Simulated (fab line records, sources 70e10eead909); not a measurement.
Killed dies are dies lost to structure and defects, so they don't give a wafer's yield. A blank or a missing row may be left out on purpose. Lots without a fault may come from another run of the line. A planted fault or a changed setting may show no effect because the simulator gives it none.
Chamber matching | flow nand_harc | NHARC_A_ZERO_WELL_ETCH_19 on rie_diel-09: 4 sister chambers
The step etches the open film in N2/H2, target depth 80 nm, overetch 24 nm, time 87.88 s. 4 wafers are shown with their chamber, then 7 later ones without.

WAFERS WITH THEIR CHAMBER
wafer  | chamber | rf_vpp_V (V)
L858.1 | 2       | 433.9
L860.1 | 3       | 430.2
L860.3 | 1       | 431.1
L868.1 | 0       | 429.1

WAFERS WITHOUT THEIR CHAMBER
wafer  | rf_vpp_V (V)
L868.5 | 430.4
L869.2 | 430.5
L869.5 | 430.8
L869.6 | 427.3
L876.3 | 432.7
L876.4 | 434.3
L876.6 | 434.8

WHICH CHAMBER EACH WENT THROUGH
wafer  | from the rows above          | in truth
L868.5 | can't be placed: 3 or 1 or 0 | 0
L869.2 | can't be placed: 3 or 1 or 0 | 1
L869.5 | can't be placed: 1 or 3 or 0 | 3
L869.6 | can't be placed: 0 or 3      | 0
L876.3 | can't be placed: 2 or 1 or 3 | 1
L876.4 | 2                            | 2
L876.6 | 2                            | 2
Placed correctly: 2 of 7. Can't be placed from these rows: 5 (the true chamber is among the candidates in 5). Placed wrongly: 0.
How it was worked out, from the rows above alone: a wafer's distance from a chamber is the root of the sum, over the readings, of the square of ((its reading less the chamber's mean) divided by the reading's scatter). The wafer belongs to the nearest chamber; if the next one is less than 2 further off, it can't be placed. A chamber's mean is the mean of its shown wafers. The scatter: with one shown wafer a chamber, the root of the mean of the squares of how far each hidden wafer lies from its nearest shown one.
